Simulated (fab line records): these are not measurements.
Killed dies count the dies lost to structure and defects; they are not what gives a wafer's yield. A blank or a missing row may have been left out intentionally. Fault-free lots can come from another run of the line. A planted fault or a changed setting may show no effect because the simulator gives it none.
Which tool is to blame?	flow nand harc	24 lots with 72 wafers sampled at 4 steps, on a route of 1302 steps

WHAT THE GAUGES SHOWED, per wafer
NHARC_A_CONTACT_INSPECT_10. Usual: raw defect count reads 83 (standard deviation 36).
lot	measured	on	raw defect count	flag
L074	day 22 05:53	defect inspect-01	21 18 13	
L075	day 22 08:48	defect inspect-02	48 51 62	
L076	day 22 17:21	defect inspect-01	155 154 153	
L077	day 23 22:29	defect inspect-01	58 57 60	
L079	day 24 01:50	defect inspect-01	70 51 70	
L078	day 24 07:09	defect inspect-02	141 135 157	
L080	day 24 19:46	defect inspect-02	29 36 18	
L082	day 25 17:28	defect inspect-01	112 125 129	
L081	day 25 18:58	defect inspect-02	85 95 84	
L083	day 26 00:27	defect inspect-02	81 90 84	
L084	day 25 23:04	defect inspect-02	84 76 96	
L085	day 27 02:42	defect inspect-01	92 78 80	
L086	day 27 04:15	defect inspect-02	149 113 127	
L088	day 27 19:30	defect inspect-01	79 50 76	
L087	day 27 21:11	defect inspect-02	83 101 82	
L089	day 27 22:27	defect inspect-01	112 143 156	
L090	day 28 22:53	defect inspect-02	65 47 47	
L091	day 29 03:10	defect inspect-01	107 117 119	
L093	day 29 15:15	defect inspect-01	112 122 108	
L092	day 29 18:47	defect inspect-02	65 72 50	
L094	day 30 05:26	defect inspect-01	55 70 56	
L095	day 30 21:53	defect inspect-02	27 32 20	
L097	day 31 03:50	defect inspect-02	91 72 85	
L096	day 31 09:31	defect inspect-02	100 101 106	

TOOL THAT RAN EACH LOT (tool first, then ch and the chambers of the sampled wafers, then the start)
lot	NHARC_A_CONTACT_ETCH_76	NHARC_A_CONTACT_ETCH_125	NHARC_A_CONTACT_STRIP_82
L074	rie diel-13 ch 0,1, day 21 23:58 or earlier	har cap etch-02 ch 0, day 21 23:58	rie diel-11 ch 1,2,3, day 22 05:53 or earlier
L075	rie diel-10 ch 0,1,2, day 22 02:58 or earlier	har cap etch-02 ch 0, day 22 02:58	rie diel-13 ch 1,2, day 22 08:48 or earlier
L076	rie diel-10 ch 0,3, day 22 11:14 or earlier	har cap etch-02 ch 0,1, day 22 11:14	rie diel-13 ch 0,1, day 22 17:21 or earlier
L077	rie diel-13 ch 1,2, day 23 15:35 or earlier	har cap etch-02 ch 1, day 23 15:35	rie diel-13 ch 0,1,2, day 23 22:29 or earlier
L079	rie diel-10 ch 0,1,3, day 23 17:32 or earlier	har cap etch-03 ch 0,1, day 23 17:32	rie diel-11 ch 0,1,2, day 24 01:50 or earlier
L078	rie diel-13 ch 0,2, day 23 22:56 or earlier	har cap etch-01 ch 0,1, day 23 22:56	rie diel-13 ch 1,3, day 24 07:09 or earlier
L080	rie diel-13 ch 0,2,3, day 24 12:54 or earlier	har cap etch-03 ch 0,1, day 24 12:54	rie diel-13 ch 0,2,3, day 24 19:46 or earlier
L082	rie diel-11 ch 0,2, day 25 10:16 or earlier	har cap etch-02 ch 0,1, day 25 10:16	rie diel-10 ch 1,2,3, day 25 17:28 or earlier
L081	rie diel-13 ch 0,2, day 25 12:14 or earlier	har cap etch-01 ch 0,1, day 25 12:14	rie diel-11 ch 2,3, day 25 18:58 or earlier
L083	rie diel-13 ch 0,1,2, day 25 15:24 or earlier	har cap etch-03 ch 0,1, day 25 15:24	rie diel-11 ch 0,1,2, day 26 00:27 or earlier
L084	rie diel-10 ch 0,1, day 25 15:57 or earlier	har cap etch-02 ch 0,1, day 25 15:57	rie diel-10 ch 0,2,3, day 25 23:04 or earlier
L085	rie diel-13 ch 0,1,3, day 26 19:04 or earlier	har cap etch-01 ch 0,1, day 26 19:04	rie diel-13 ch 1,2,3, day 27 02:42 or earlier
L086	rie diel-10 ch 0,1,2, day 26 21:23 or earlier	har cap etch-03 ch 0,1, day 26 21:23	rie diel-13 ch 0,1,2, day 27 04:15 or earlier
L088	rie diel-13 ch 0,2, day 27 13:16 or earlier	har cap etch-01 ch 0,1, day 27 13:16	rie diel-11 ch 0,3, day 27 19:30 or earlier
L087	rie diel-10 ch 1,3, day 27 14:06 or earlier	har cap etch-03 ch 0,1, day 27 14:06	rie diel-10 ch 1,3, day 27 21:11 or earlier
L089	rie diel-13 ch 0,1,3, day 27 16:32 or earlier	har cap etch-02 ch 0,1, day 27 16:32	rie diel-13 ch 0,1,3, day 27 22:27 or earlier
L090	rie diel-11 ch 0,3, day 28 15:13 or earlier	har cap etch-02 ch 0,1, day 28 15:13	rie diel-10 ch 0,1,3, day 28 22:53 or earlier
L091	rie diel-10 ch 0,1,3, day 28 16:40 or earlier	har cap etch-01 ch 0,1, day 28 16:40	rie diel-10 ch 0,1,3, day 29 03:10 or earlier
L093	rie diel-13 ch 0,1,2, day 29 09:28 or earlier	har cap etch-03 ch 0,1, day 29 09:28	rie diel-13 ch 1,2,3, day 29 15:15 or earlier
L092	rie diel-10 ch 0,2, day 29 11:58 or earlier	har cap etch-02 ch 0,1, day 29 11:58	rie diel-11 ch 0,2,3, day 29 18:47 or earlier
L094	rie diel-13 ch 0,2,3, day 29 23:14 or earlier	har cap etch-01 ch 0,1, day 29 23:14	rie diel-11 ch 0,3, day 30 05:26 or earlier
L095	rie diel-13 ch 0,1,3, day 30 14:00 or earlier	har cap etch-02 ch 1, day 30 14:00	rie diel-13 ch 0,2, day 30 21:53 or earlier
L097	rie diel-11 ch 1,2, day 30 20:50 or earlier	har cap etch-02 ch 0,1, day 30 20:50	rie diel-10 ch 1,2,3, day 31 03:50 or earlier
L096	rie diel-13 ch 0,2, day 30 22:43 or earlier	har cap etch-03 ch 0,1, day 30 22:43	rie diel-13 ch 0,1,3, day 31 09:31 or earlier
- NHARC_A_CONTACT_ETCH_76: etches the open film in N2/H2, target depth 260 nm, time 475.3 s.
- NHARC_A_CONTACT_ETCH_125: etches the open film in C4F8/O2/Ar, time 197 s, target depth 1918 nm.
- NHARC_A_CONTACT_STRIP_82: strips in O2.

WHAT THE TOOLS THEMSELVES READ (means of the sampled wafers that have a number; where no wafer has one, the mark that the record gives instead)
NHARC_A_CONTACT_ETCH_76. Usual: drypump motor current A 5.8 A, standard deviation 0.51; oes product au 1.003 a.u., standard deviation 0.012; rf vpp V 429.6 V, standard deviation 2.9; showerhead plenum p Torr 2.01 Torr, standard deviation 0.11; throttle valve pct 14.171 %, standard deviation 0.0086.
lot	tool	drypump motor current A (A)	oes product au (a.u.)	rf vpp V (V)	showerhead plenum p Torr (Torr)	throttle valve pct (%)	flag
L074	rie diel-13	6.0	0.996	431.6	2.08	14.174	
L075	rie diel-10	6.0	1.018	432.1	2.06	14.171	
L076	rie diel-10	6.2	1.015	429.9	2.04	14.162	
L077	rie diel-13	5.4	0.991	426.5	1.91	14.163	
L079	rie diel-10	6.2	1.007	429.7	2.01	14.165	
L078	rie diel-13	6.1	1.001	429.0	2.00	14.172	
L080	rie diel-13	5.9	0.999	429.1	2.01	14.163	
L082	rie diel-11	5.4	1.005	431.8	2.08	14.171	
L081	rie diel-13	6.3	1.004	431.7	2.09	14.169	
L083	rie diel-13	5.8	1.004	428.8	2.00	14.174	
L084	rie diel-10	6.2	1.001	428.9	1.97	14.171	
L085	rie diel-13	5.6	0.994	428.4	1.99	14.175	
L086	rie diel-10	6.0	1.013	431.3	2.05	14.166	
L088	rie diel-13	6.3	0.993	430.9	2.08	14.183	
L087	rie diel-10	6.1	1.001	429.1	1.99	14.171	
L089	rie diel-13	5.6	0.995	428.8	1.99	14.172	
L090	rie diel-11	5.6	1.020	432.5	2.12	14.172	
L091	rie diel-10	6.2	1.011	428.5	1.99	14.175	
L093	rie diel-13	5.9	0.989	429.0	1.99	14.175	
L092	rie diel-10	6.0	1.008	431.1	2.05	14.173	
L094	rie diel-13	5.9	0.987	428.6	2.00	14.174	
L095	rie diel-13	5.6	1.011	429.5	1.99	14.166	
L097	rie diel-11	6.1	1.015	429.9	2.01	14.171	
L096	rie diel-13	6.3	1.005	431.3	2.08	14.170	

NHARC_A_CONTACT_STRIP_82. Usual: drypump motor current A 5.8 A, standard deviation 0.49; oes product au 1.002 a.u., standard deviation 0.012; rf vpp V 57.6 V, standard deviation 1; showerhead plenum p Torr 3.48 Torr, standard deviation 0.16; throttle valve pct 17.037 %, standard deviation 0.0089.
lot	tool	drypump motor current A (A)	oes product au (a.u.)	rf vpp V (V)	showerhead plenum p Torr (Torr)	throttle valve pct (%)	flag
L074	rie diel-11	6.1	1.014	57.8	3.52	17.035	
L075	rie diel-13	5.7	0.995	56.8	3.34	17.044	
L076	rie diel-13	5.6	0.989	57.0	3.45	17.035	
L077	rie diel-13	5.8	0.990	57.7	3.46	17.037	
L079	rie diel-11	5.8	1.007	58.4	3.55	17.045	
L078	rie diel-13	5.2	0.986	57.2	3.32	17.038	
L080	rie diel-13	5.9	1.003	57.6	3.47	17.051	
L082	rie diel-10	5.9	1.012	57.5	3.58	17.038	
L081	rie diel-11	6.1	1.001	58.5	3.51	17.040	
L083	rie diel-11	5.8	1.008	57.5	3.54	17.042	
L084	rie diel-10	6.0	1.013	58.6	3.59	17.033	
L085	rie diel-13	5.4	0.997	57.4	3.33	17.041	
L086	rie diel-13	5.9	0.995	57.4	3.45	17.040	
L088	rie diel-11	6.0	1.009	58.2	3.62	17.034	
L087	rie diel-10	6.1	1.002	58.7	3.44	17.039	
L089	rie diel-13	5.6	1.002	58.1	3.45	17.036	
L090	rie diel-10	6.2	1.005	58.1	3.45	17.036	
L091	rie diel-10	6.2	1.005	57.5	3.45	17.039	
L093	rie diel-13	5.4	0.984	56.9	3.32	17.032	
L092	rie diel-11	5.7	1.012	58.2	3.53	17.037	
L094	rie diel-11	5.6	1.015	58.4	3.65	17.033	
L095	rie diel-13	6.1	0.996	58.0	3.46	17.035	
L097	rie diel-10	5.9	1.006	58.4	3.55	17.035	
L096	rie diel-13	5.6	0.998	57.7	3.45	17.034	

THE ANSWER, worked out from the rows above alone
Rule: a lot counts as off when the mean over its wafers that have a number is more than 3 standard deviations away from the usual mean. Also off: a lot with no number at a reading for which 4 or more lots have one. The other lots that the step has rows for count as sound. Order of review: gauges by route order, followed by the tools' own readings, for which a lot's mean as printed above is used. At the first step where some lot is off, the reading lying furthest off is the one used; lots without a number count as furthest.
Across all readings shown, no lot is off: no conclusion can be drawn from this.

WHAT WAS PUT IN BY THE SIMULATOR
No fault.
